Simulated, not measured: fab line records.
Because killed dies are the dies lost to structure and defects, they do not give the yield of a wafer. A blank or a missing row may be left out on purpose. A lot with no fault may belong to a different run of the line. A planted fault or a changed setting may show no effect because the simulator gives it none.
A lot that was struck, set against a sound lot	flow n5 finfet	37 steps out of a route of 1938
Sound: wafers L951.1, L951.4, L951.6. Struck: wafer L942.4 (left out: L942.3, L942.6 of the same lot, which were not struck); the cause appears at the end.
At each step with rows: each side's tool, then ch and its chambers, then its first start. Under that, the readings that differ: sound wafers	struck wafers	difference of the means	sigmas: that difference in standard deviations of wafers without a fault.
alike: a reading whose means differ by less than 2 such deviations, as well as words and numbers matching on both sides. not compared: withheld readings; readings where some wafer has no value; bounds like >300 that might hide an equal value; numbers whose values overlap and for which the record gives no deviation.
Wherever a step has rows on one side only, a row that says differs or no value, or a row with sigmas, the two part there. Numbers that don't overlap but have no deviation are shown without sigmas and don't part them. Lack of a reading on every wafer of one side parts them only where that side has two or more wafers.

first, 9 steps without rows for these wafers: N5_BEOL_M4_ANNEAL_95 (time 240 s); N5_BEOL_M4_SPUTTER_96 (material Cu, target thk 4.5 nm, time 8.29 s); N5_BEOL_M4_ECD_50 (material Cu, target thk 300 nm); N5_BEOL_M4_ANNEAL_51 (time 90 s); N5_BEOL_M4_CMP_52 (polishes, stops on SiOC, t overpolish 6.8 s, target thk 40 nm); N5_BEOL_M4_PRE_CLEAN_60 (time 15 s); N5_BEOL_M4_CO_CAP_55 (material Co, precursor CCTBA/H2, target thk 2 nm, time 102.1 s); N5_BEOL_M4_PRE_CLEAN_56 (time 15 s); N5_BEOL_M4_DEP_57 (deposits SiCN from 3MS/NH3, target thk 8 nm, time 14 s).
N5_BEOL_M4_RC_MEAS_101:
  sound on prober-01 ch 0, day 14 22:22; struck on prober-02 ch 0, day 12 19:17
reading	sound	struck	difference	sigmas
ION_N (uA/um)	673 684 675	656	-21	-2
  alike: DIBL_N, DIBL_P, IOFF_N, IOFF_P, ION_P, SS_N, SS_P, VT_N, VT_P
then, 24 steps without rows for these wafers: N5_BEOL_M5_ILD_DEP_00 (deposits SiCOH lowk from DEMS/porogen, target thk 140.64 nm, time 25.9 s); N5_BEOL_M5_CURE_79 (cures SiCOH lowk, time 240 s); N5_BEOL_M5_PECVD_70 (deposits SiO2 from TEOS/O2, target thk 16 nm, time 18 s); N5_BEOL_M5_HM_DEP_02 (deposits TiN, target thk 20 nm); N5_BEOL_M5_COAT_59 (time 60 s, resist thk 60 nm); N5_BEOL_M5_COAT_60 (time 60 s, resist thk 12 nm); N5_BEOL_M5_COAT_71 (time 60 s, resist thk 5 nm); N5_BEOL_M5_COAT_05 (resist thk 30 nm); N5_BEOL_M5_EBR_07; N5_BEOL_M5_SOFTBAKE_06 (time 60 s); N5_BEOL_M5_EXPOSE_08 (exposes mask M5, target cd 28 nm); N5_BEOL_M5_PEB_09 (peb time 60 s); N5_BEOL_M5_DEVELOP_10 (develop time 30 s); N5_BEOL_M5_DESCUM_16 (chemistry O2, time 7 s); N5_BEOL_M5_ETCH_72 (etches underlayer in N2/H2, target depth 6.5 nm, time 5.2 s); N5_BEOL_M5_ETCH_61 (etches SiARC in CF4, target depth 15.6 nm, time 26 s); N5_BEOL_M5_ETCH_62 (etches SOC in N2/H2, target depth 75 nm, overetch 15 nm, time 112.5 s); N5_BEOL_M5_STRIP_63 (strips in N2/H2); N5_BEOL_M5_STRIP_73 (strips in N2/H2); N5_BEOL_M5_STRIP_64 (strips in CF4); N5_BEOL_M5_HM_OPEN_17 (chemistry Cl2/BCl3, target TiN, target depth 20 nm, overetch 6 nm); N5_BEOL_M5_STRIP_19 (strips in O2); N5_BEOL_M5_COAT_65 (time 60 s, resist thk 60 nm); N5_BEOL_M5_COAT_66 (time 60 s, resist thk 12 nm).
N5_BEOL_M5_ALD_86: deposits TaN, pulse time 2 s, purge time 3 s, co reactant purge time 2 s.
  sound on ald metal-02 ch 1,3, day 15 04:56; struck on ald metal-01 ch 0, day 12 23:29
reading	sound	struck	difference	sigmas
ald cycles	30 30 30	21	-9	
  alike: chamber pressure Torr, heater power w, precursor vessel temp c
  not compared: model.TaN_of_BEOL_M5_ALD_86.thk nm
-- a jump in the record: the struck wafers' starts before and after are 4 days apart (it breaks off in module BEOL_M5 and resumes in module BEOL_M15, where the first step shown is number 1830 of the route) --
N5_BEOL_M15_RC_MEAS_101:
  sound on prober-02 ch 0, day 18 17:26; struck on prober-01 ch 0, day 16 12:33
reading	sound	struck	difference	sigmas
COMB_M5 (S/m)	3.8e-11 4.5e-11 4.4e-11	8.1e-11	+3.9e-11	+5
COMB_M5_max_site (S/m)	4.8e-11 6e-11 5.7e-11	1.23e-10	+6.80e-11	+5
COMB_M6 (S/m)	2.4e-11 3.7e-11 2.9e-11	1.4e-11	-1.6e-11	-3
COMB_M8 (S/m)	3.8e-11 3e-11 3.1e-11	2.1e-11	-1.2e-11	-3
SERP_M7 (ohm/um)	14.9 14.2 13.7	13.3	-1.0	-2
SERP_M7_max_site (ohm/um)	15.4 14.6 14.3	13.6	-1.2	-3
  alike: COMB_M10, COMB_M11, COMB_M12, COMB_M13, COMB_M14, COMB_M15, COMB_M7, COMB_M9, SERP_M10, SERP_M11, SERP_M12, SERP_M13, SERP_M14, SERP_M5, SERP_M6, SERP_M8, SERP_M9
N5_PASSIVATION_PROBE_49:
  struck on prober-01, day 17 01:17; sound on prober-01, day 19 06:37
reading	sound	struck	difference	sigmas
defect limited yield (%)	90.8 92.5 88.9	87.3	-3.4	-3
killed_at_M0_to_M3	25 24 25	48	+23	+2
killed at other	10 4 6	1	-6	-2
killed dies	108 89 131	150	+41	+3
killed open	66 57 81	95	+27	+2
sort_bin_4_leakage (%)	0 0 0	1.78	+1.78	
sort_bin_5_function (%)	4.8 4.2 5.6	6.7	+1.8	+2
sort n pass	1072 1091 1049	1030	-41	-3
sort yield pct (%)	90.8 92.5 88.9	87.3	-3.4	-3
  alike: killed_at_M4_up, killed at contacts, killed at front end, killed short, sort_bin_6_memory

== WHERE THEY PART ==
Last at N5_PASSIVATION_PROBE_49 as far as this record goes, first at N5_BEOL_M4_RC_MEAS_101.

WHY: the cause the simulator had injected
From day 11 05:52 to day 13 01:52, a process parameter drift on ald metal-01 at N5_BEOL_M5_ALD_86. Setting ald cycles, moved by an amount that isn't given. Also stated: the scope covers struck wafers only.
